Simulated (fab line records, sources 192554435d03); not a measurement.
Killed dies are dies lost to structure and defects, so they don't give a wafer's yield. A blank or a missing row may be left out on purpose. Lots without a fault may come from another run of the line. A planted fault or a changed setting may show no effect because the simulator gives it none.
Which tool did it? | flow n5_finfet | 7 lots, 21 wafers sampled, at 8 steps of a route of 1938

WHAT THE GAUGES READ, wafer by wafer
N5_BEOL_M13_CD_MEAS_17: target cd 190 nm. Usual: cd_nm 190.2 nm, standard deviation 1.8.
lot  | measured     | on        | cd_nm (nm)        | flag
L752 | day 11 14:14 | cd_sem-03 | 190.1 189.4 186.6 |
L754 | day 11 19:01 | cd_sem-03 | 189.5 189.3 187.6 |
L755 | day 12 09:46 | cd_sem-01 | 190.3 191.8 188.2 |
L763 | day 13 15:26 | cd_sem-02 | 188.7 191.6 192.0 |
L764 | day 14 14:38 | cd_sem-03 | 192.1 191.8 192.8 |
L766 | day 15 13:39 | cd_sem-03 | 192.7 193.1 189.3 |
L770 | day 15 20:32 | cd_sem-02 | 190.7 190.5 191.6 |

N5_BEOL_M13_OVL_MEAS_29. Usual: M13_OVL -1 nm, standard deviation 4.6.
lot  | measured     | on         | M13_OVL (nm) | flag
L752 | day 11 14:46 | overlay-02 | -8 -3 0      |
L754 | day 11 19:29 | overlay-01 | 1 3 3        |
L755 | day 12 10:08 | overlay-02 | -3 2 -1      |
L763 | day 13 15:55 | overlay-01 | 7 -2 1       |
L764 | day 14 15:07 | overlay-02 | -7 -2 -3     |
L766 | day 15 14:08 | overlay-01 | 2 -2 6       |
L770 | day 15 21:01 | overlay-02 | 2 1 2        |

N5_BEOL_M13_OCD_MEAS_35. Usual: trench_depth_nm 411 nm, standard deviation 6.7.
lot  | measured     | on     | trench_depth_nm (nm) | flag
L752 | day 11 15:24 | ocd-01 | 406 413 407          |
L754 | day 11 20:11 | ocd-01 | 409 407 411          |
L755 | day 12 10:46 | ocd-01 | 412 408 409          |
L763 | day 13 16:35 | ocd-01 | 410 416 409          |
L764 | day 14 15:45 | ocd-02 | 410 410 409          |
L766 | day 15 15:22 | ocd-01 | 377 379 388          | OFF
L770 | day 15 21:39 | ocd-02 | 396 383 393          | OFF

N5_BEOL_M13_THK_MEAS_50: measures by xrf. Usual: M13_THK 412 nm, standard deviation 7.1.
lot  | measured     | on            | M13_THK (nm) | flag
L752 | day 11 17:00 | film_metro-01 | 401 407 400  |
L754 | day 11 22:41 | film_metro-02 | 414 410 416  |
L755 | day 12 17:20 | film_metro-02 | 418 416 415  |
L763 | day 14 00:29 | film_metro-01 | 409 415 410  |
L764 | day 14 20:56 | film_metro-01 | 408 408 406  |
L766 | day 15 18:59 | film_metro-01 | 379 382 390  | OFF
L770 | day 16 02:25 | film_metro-01 | 390 380 391  | OFF

N5_BEOL_M13_RS_MEAS_54: measures by four-point-probe. Usual: M13_RS 0.0451 ohm/sq, standard deviation 0.00075.
lot  | measured     | on            | M13_RS (ohm/sq)      | flag
L752 | day 11 17:08 | film_metro-01 | 0.0457 0.0450 0.0456 |
L754 | day 11 22:49 | film_metro-01 | 0.0452 0.0455 0.0448 |
L755 | day 12 17:28 | film_metro-01 | 0.0447 0.0452 0.0451 |
L763 | day 14 00:37 | film_metro-01 | 0.0451 0.0447 0.0452 |
L764 | day 14 21:04 | film_metro-02 | 0.0455 0.0454 0.0456 |
L766 | day 15 19:07 | film_metro-02 | 0.0492 0.0489 0.0478 | OFF
L770 | day 16 02:32 | film_metro-02 | 0.0470 0.0488 0.0474 | OFF

N5_BEOL_M15_RC_MEAS_101. Usual: COMB_M10 1.5e-11 S/m, standard deviation 3.1e-12; COMB_M11 1.5e-11 S/m, standard deviation 3.2e-12; COMB_M12 6.5e-12 S/m, standard deviation 1.3e-12; COMB_M13 5.1e-12 S/m, standard deviation 1.1e-12; COMB_M14 4.1e-12 S/m, standard deviation 8.3e-13; COMB_M15 3e-12 S/m, standard deviation 6.1e-13; COMB_M5 3.8e-11 S/m, standard deviation 7.2e-12; COMB_M5_max_site 5.5e-11 S/m, standard deviation 1.3e-11; COMB_M6 2.5e-11 S/m, standard deviation 5.3e-12; COMB_M7 2.6e-11 S/m, standard deviation 5.4e-12; COMB_M8 2.6e-11 S/m, standard deviation 5.6e-12; COMB_M9 1.5e-11 S/m, standard deviation 3.2e-12; COMB_M9_max_site 2.1e-11 S/m, standard deviation 4.7e-12; SERP_M10 3.04 ohm/um, standard deviation 0.068; SERP_M11 3.05 ohm/um, standard deviation 0.1; SERP_M12 0.628 ohm/um, standard deviation 0.014; SERP_M13 0.309 ohm/um, standard deviation 0.0064; SERP_M13_max_site 0.312 ohm/um, standard deviation 0.0067; SERP_M14 0.159 ohm/um, standard deviation 0.0036; SERP_M5 38.7 ohm/um, standard deviation 1.7; SERP_M6 13.8 ohm/um, standard deviation 0.56; SERP_M7 13.6 ohm/um, standard deviation 0.55; SERP_M8 13.6 ohm/um, standard deviation 0.43; SERP_M9 3.06 ohm/um, standard deviation 0.093.
lot  | measured     | on        | COMB_M10 (S/m)          | COMB_M11 (S/m)          | COMB_M12 (S/m)          | COMB_M13 (S/m)          | COMB_M14 (S/m)          | COMB_M15 (S/m)          | COMB_M5 (S/m)           | COMB_M5_max_site (S/m)  | COMB_M6 (S/m)           | COMB_M7 (S/m)           | COMB_M8 (S/m)           | COMB_M9 (S/m)           | COMB_M9_max_site (S/m)  | SERP_M10 (ohm/um) | SERP_M11 (ohm/um) | SERP_M12 (ohm/um) | SERP_M13 (ohm/um) | SERP_M13_max_site (ohm/um) | SERP_M14 (ohm/um) | SERP_M5 (ohm/um) | SERP_M6 (ohm/um) | SERP_M7 (ohm/um) | SERP_M8 (ohm/um) | SERP_M9 (ohm/um) | flag
L752 | day 12 07:52 | prober-02 | 1.4e-11 2.1e-11 1.1e-11 | 1.3e-11 1.2e-11 1.3e-11 | 5e-12 6.7e-12 6.5e-12   | 4.3e-12 4e-12 5.6e-12   | 2.7e-12 3.4e-12 2.5e-12 | 3.4e-12 2.4e-12 2.1e-12 | 3.6e-11 3.4e-11 5.6e-11 | 4.9e-11 4.6e-11 7.2e-11 | 1.9e-11 2.2e-11 1.8e-11 | 1.7e-11 2.1e-11 2.1e-11 | 3.1e-11 2.3e-11 2.7e-11 | 1e-11 1.5e-11 1.3e-11   | 1.7e-11 1.8e-11 2.2e-11 | 2.95 3.01 2.97    | 2.99 3.02 2.98    | 0.631 0.627 0.618 | 0.313 0.311 0.310 | 0.315 0.317 0.314          | 0.160 0.163 0.159 | 39.6 39.1 40.0   | 12.8 12.6 14.0   | 14.0 13.8 13.5   | 13.6 13.7 14.5   | 3.05 3.06 3.11   |
L754 | day 12 09:07 | prober-02 | 1.7e-11 1.8e-11 1.6e-11 | 9e-12 9e-12 1.2e-11     | 6.5e-12 5.5e-12 6.4e-12 | 6.1e-12 5.4e-12 5.4e-12 | 3.7e-12 4.6e-12 4.1e-12 | 2.6e-12 2.6e-12 2.7e-12 | 4e-11 3.3e-11 3.7e-11   | 5.7e-11 5.6e-11 5.2e-11 | 2.4e-11 2.6e-11 1.8e-11 | 2.4e-11 2.3e-11 2.8e-11 | 3.5e-11 3.6e-11 3e-11   | 1.9e-11 1.8e-11 1.8e-11 | 2.7e-11 2.3e-11 2.7e-11 | 3.01 3.02 3.02    | 2.98 3.07 3.11    | 0.630 0.624 0.619 | 0.306 0.312 0.307 | 0.308 0.314 0.309          | 0.160 0.161 0.157 | 40.7 41.8 39.8   | 14.1 14.0 14.2   | 14.1 14.2 14.7   | 13.8 13.1 13.5   | 3.27 3.08 3.18   |
L755 | day 13 07:49 | prober-01 | 1.6e-11 1.1e-11 9e-12   | 1.5e-11 1.8e-11 1.7e-11 | 6.7e-12 5.8e-12 7.7e-12 | 5.7e-12 6.3e-12 5.8e-12 | 5.5e-12 3.8e-12 4.6e-12 | 3.5e-12 3.9e-12 3.6e-12 | 5.2e-11 3.8e-11 3.2e-11 | 7.5e-11 4.9e-11 4.6e-11 | 2.6e-11 2.5e-11 2.4e-11 | 2.5e-11 2.8e-11 1.9e-11 | 2.2e-11 2.3e-11 2.5e-11 | 1.7e-11 1.4e-11 1.5e-11 | 2.5e-11 1.8e-11 2.1e-11 | 2.98 3.02 3.05    | 3.21 3.07 3.09    | 0.611 0.641 0.632 | 0.309 0.310 0.309 | 0.311 0.313 0.313          | 0.152 0.157 0.156 | 40.5 41.2 41.0   | 12.4 13.8 12.9   | 13.5 14.0 13.6   | 13.9 13.1 13.2   | 3.04 3.11 3.14   |
L763 | day 14 23:39 | prober-01 | 1.7e-11 1.3e-11 1.1e-11 | 1.1e-11 1.4e-11 1e-11   | 6.8e-12 4.5e-12 7.7e-12 | 6.1e-12 4.9e-12 5e-12   | 6e-12 4.3e-12 4.8e-12   | 2.9e-12 3.2e-12 2.8e-12 | 3.3e-11 2.7e-11 3.8e-11 | 4.3e-11 3.9e-11 5.8e-11 | 3.5e-11 2.4e-11 2.9e-11 | 1.8e-11 2e-11 2.6e-11   | 1.8e-11 3.1e-11 2.2e-11 | 2.2e-11 1.6e-11 1.3e-11 | 2.8e-11 2e-11 1.7e-11   | 3.12 3.11 3.05    | 3.11 3.18 2.86    | 0.626 0.641 0.619 | 0.306 0.306 0.301 | 0.310 0.308 0.303          | 0.157 0.156 0.155 | 35.4 36.9 40.4   | 13.7 13.3 13.8   | 13.5 13.5 12.7   | 14.3 13.8 14.3   | 3.02 3.02 3.19   |
L764 | day 15 08:40 | prober-02 | 9e-12 1e-11 1e-11       | 1.4e-11 1e-11 1.3e-11   | 5.1e-12 7.7e-12 6.4e-12 | 4.8e-12 3.1e-12 4.4e-12 | 3.2e-12 3.3e-12 5.3e-12 | 2e-12 2e-12 2.7e-12     | 3.6e-11 5.4e-11 3.6e-11 | 4.8e-11 7.2e-11 5.6e-11 | 2.6e-11 1.9e-11 2.4e-11 | 1.9e-11 2.4e-11 2.4e-11 | 2.6e-11 2.9e-11 2.2e-11 | 1.4e-11 1.2e-11 1.3e-11 | 2.5e-11 2.1e-11 1.7e-11 | 3.07 3.00 2.94    | 3.07 3.11 3.10    | 0.614 0.640 0.637 | 0.315 0.307 0.305 | 0.319 0.310 0.309          | 0.159 0.155 0.159 | 38.3 39.3 37.2   | 14.2 13.1 13.7   | 13.3 14.4 14.4   | 13.3 14.0 14.0   | 2.92 3.09 2.95   |
L766 | day 16 12:10 | prober-02 | 1.3e-11 1.2e-11 1.3e-11 | 1.6e-11 1.2e-11 1e-11   | 5.6e-12 7e-12 6.5e-12   | 4.3e-12 4.7e-12 4.5e-12 | 4.2e-12 3.7e-12 3.8e-12 | 2.4e-12 2.4e-12 2.2e-12 | 3.2e-11 3e-11 2.7e-11   | 4.8e-11 3.9e-11 4e-11   | 1.8e-11 1.8e-11 2.1e-11 | 2.9e-11 4e-11 2.5e-11   | 3.5e-11 2.9e-11 2.4e-11 | 1.1e-11 1.4e-11 1.5e-11 | 1.3e-11 2.4e-11 2e-11   | 3.03 2.91 2.97    | 2.95 3.01 3.24    | 0.650 0.663 0.618 | 0.335 0.330 0.321 | 0.338 0.333 0.328          | 0.159 0.162 0.159 | 39.5 36.5 36.7   | 13.5 13.9 13.5   | 13.5 12.9 13.8   | 13.2 13.7 13.2   | 2.91 3.18 3.11   | OFF
L770 | day 16 20:59 | prober-01 | 1.3e-11 1.6e-11 2e-11   | 1.2e-11 1.7e-11 1.7e-11 | 7.7e-12 6.5e-12 9.8e-12 | 7.1e-12 5.6e-12 7.6e-12 | 4.8e-12 4e-12 4.4e-12   | 3.5e-12 3.4e-12 3.3e-12 | 4.3e-11 4.4e-11 4.3e-11 | 6.2e-11 5.5e-11 6.7e-11 | 2.1e-11 2.7e-11 2.5e-11 | 2.3e-11 3e-11 3.3e-11   | 2e-11 2.5e-11 1.8e-11   | 1e-11 1.4e-11 1.3e-11   | 1.7e-11 2e-11 1.6e-11   | 3.10 3.10 3.01    | 2.91 2.99 3.00    | 0.645 0.620 0.630 | 0.322 0.331 0.325 | 0.326 0.337 0.328          | 0.161 0.159 0.163 | 38.2 37.7 39.7   | 13.0 13.8 13.1   | 13.9 14.6 13.6   | 14.1 13.1 13.7   | 3.17 3.15 3.06   |

WHICH TOOL RAN EACH LOT (tool, then ch and the chambers of the sampled wafers, then the start)
lot  | N5_BEOL_M13_STRIP_63                 | N5_BEOL_M13_TRENCH_ETCH_34
L752 | plasma_asher-02 ch 0,1, day 11 14:02 | rie_diel-05 ch 0,1,3, day 11 15:13
L754 | plasma_asher-01 ch 0,1, day 11 18:49 | rie_diel-05 ch 1,3, day 11 20:01
L755 | plasma_asher-02 ch 0,1, day 12 09:34 | rie_diel-06 ch 0,3, day 12 10:35
L763 | plasma_asher-01 ch 0,1, day 13 15:13 | rie_diel-01 ch 0,2,3, day 13 16:25
L764 | plasma_asher-01 ch 0,1, day 14 14:26 | rie_diel-01 ch 0,2,3, day 14 15:34
L766 | plasma_asher-02 ch 0,1, day 15 13:26 | rie_diel-01 ch 1,2,3, day 15 15:11
L770 | plasma_asher-02 ch 0,1, day 15 20:20 | rie_diel-01 ch 0,1,2, day 15 21:32
- N5_BEOL_M13_STRIP_63: strips in N2/H2.
- N5_BEOL_M13_TRENCH_ETCH_34: etches SiOC in C4F8/O2/Ar, target depth 413.47 nm, time 162.6 s.

WHAT THE TOOLS THEMSELVES READ (means of the sampled wafers that have a number; where no wafer has one, the mark that the record gives instead)
N5_BEOL_M13_STRIP_63. Usual: chamber_pressure_mTorr 1000.0 mTorr, standard deviation 0.91; drypump_motor_current_A 5.69 A, standard deviation 0.23; heater_power_w 345 W, standard deviation 53; oes_product_au 0.674 a.u., standard deviation 0.0045; strip_time_to_endpoint_s 27.5 s, standard deviation 1.1.
lot  | tool            | chamber_pressure_mTorr (mTorr) | drypump_motor_current_A (A) | heater_power_w (W) | oes_product_au (a.u.) | strip_time_to_endpoint_s (s) | flag
L752 | plasma_asher-02 | 1000.5                         | 5.84                        | 393                | 0.672                 | 27.0                         |
L754 | plasma_asher-01 | 1000.6                         | 5.66                        | 299                | 0.673                 | 28.3                         |
L755 | plasma_asher-02 | 1000.4                         | 5.65                        | 360                | 0.676                 | 27.2                         |
L763 | plasma_asher-01 | 999.9                          | 5.56                        | 307                | 0.673                 | 28.5                         |
L764 | plasma_asher-01 | 999.4                          | 5.58                        | 302                | 0.676                 | 27.9                         |
L766 | plasma_asher-02 | 1000.5                         | 5.83                        | 394                | 0.675                 | 27.9                         |
L770 | plasma_asher-02 | 1000.5                         | 5.83                        | 403                | 0.671                 | 26.0                         |

N5_BEOL_M13_TRENCH_ETCH_34. Usual: chamber_pressure_mTorr 30.001 mTorr, standard deviation 0.028; drypump_motor_current_A 5.9 A, standard deviation 0.38; oes_product_au 0.78 a.u., standard deviation 0.1; rf_vpp_V 665 V, standard deviation 4; showerhead_plenum_p_Torr 3.41 Torr, standard deviation 0.14; throttle_valve_pct 24.2 %, standard deviation 0.31.
lot  | tool        | chamber_pressure_mTorr (mTorr) | drypump_motor_current_A (A) | oes_product_au (a.u.) | rf_vpp_V (V) | showerhead_plenum_p_Torr (Torr) | throttle_valve_pct (%) | flag
L752 | rie_diel-05 | 30.004                         | 6.3                         | 0.77                  | 668          | 3.50                            | 24.2                   |
L754 | rie_diel-05 | 30.017                         | 6.1                         | 0.70                  | 666          | 3.44                            | 24.1                   |
L755 | rie_diel-06 | 29.992                         | 5.9                         | 0.73                  | 664          | 3.40                            | 24.5                   |
L763 | rie_diel-01 | 29.982                         | 5.7                         | 0.74                  | 664          | 3.37                            | 24.4                   |
L764 | rie_diel-01 | 30.001                         | 5.7                         | 0.73                  | 665          | 3.36                            | 24.4                   |
L766 | rie_diel-01 | 30.018                         | 5.6                         | 0.81                  | 665          | 3.40                            | 24.3                   |
L770 | rie_diel-01 | 29.983                         | 5.8                         | 0.91                  | 666          | 3.44                            | 24.1                   |

THE ANSWER, worked out from the rows above alone
Rule: a lot is off if the mean of its wafers that have a number lies more than 3 standard deviations from the usual mean. A lot without any number at a reading at which 4 lots or more have one is off too. The other lots that the step has rows for count as sound. The gauges are gone through in route order, then the tools' own readings, and for those a lot's mean is taken as printed above. The first step at which some lot is off is used, and at that step the reading that is off furthest; a lot without a number counts as furthest.
Off: L766, L770, at N5_BEOL_M13_OCD_MEAS_35 (trench_depth_nm).
A tool fits if, at a process step before that reading, it ran every lot that is off, and no sound lot after the first of them. The gauges at N5_BEOL_M13_OCD_MEAS_35 aren't tried: what is off there is off at N5_BEOL_M13_THK_MEAS_50 too, on other tools, and a gauge's error can't cause that. Can't be told from this: 2 tools fit, plasma_asher-02 at N5_BEOL_M13_STRIP_63, rie_diel-01 at N5_BEOL_M13_TRENCH_ETCH_34.

WHAT THE SIMULATOR HAD PUT IN
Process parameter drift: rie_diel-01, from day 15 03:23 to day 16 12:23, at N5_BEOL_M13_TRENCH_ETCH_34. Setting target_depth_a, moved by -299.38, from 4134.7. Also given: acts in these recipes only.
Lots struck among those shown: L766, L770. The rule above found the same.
